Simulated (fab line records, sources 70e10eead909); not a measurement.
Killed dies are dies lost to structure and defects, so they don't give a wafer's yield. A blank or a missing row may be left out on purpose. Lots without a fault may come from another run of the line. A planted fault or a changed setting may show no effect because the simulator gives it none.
Chamber matching | flow nand_harc | NHARC_P_GATE_STRIP_108 on rie_diel-05: 4 sister chambers
The step strips in O2. 4 wafers are shown with their chamber, then 9 later ones without.

WAFERS WITH THEIR CHAMBER
wafer  | chamber | drypump_motor_current_A (A)
L515.2 | 3       | 6.8
L515.6 | 2       | 6.0
L517.5 | 0       | 5.3
L517.6 | 1       | 5.7

WAFERS WITHOUT THEIR CHAMBER
wafer  | drypump_motor_current_A (A)
L518.1 | 5.3
L518.4 | 5.7
L518.6 | 5.7
L520.1 | 5.7
L520.2 | 6.8
L520.4 | 5.2
L521.1 | 6.7
L521.4 | 5.7
L521.6 | 5.7

WHICH CHAMBER EACH WENT THROUGH
wafer  | from the rows above | in truth
L518.1 | 0                   | 0
L518.4 | 1                   | 1
L518.6 | 1                   | 1
L520.1 | 1                   | 1
L520.2 | 3                   | 3
L520.4 | 0                   | 0
L521.1 | 3                   | 3
L521.4 | 1                   | 1
L521.6 | 1                   | 1
Placed correctly: 9 of 9. Can't be placed from these rows: 0. Placed wrongly: 0.
How it was worked out, from the rows above alone: a wafer's distance from a chamber is the root of the sum, over the readings, of the square of ((its reading less the chamber's mean) divided by the reading's scatter). The wafer belongs to the nearest chamber; if the next one is less than 2 further off, it can't be placed. A chamber's mean is the mean of its shown wafers. The scatter: with one shown wafer a chamber, the root of the mean of the squares of how far each hidden wafer lies from its nearest shown one.
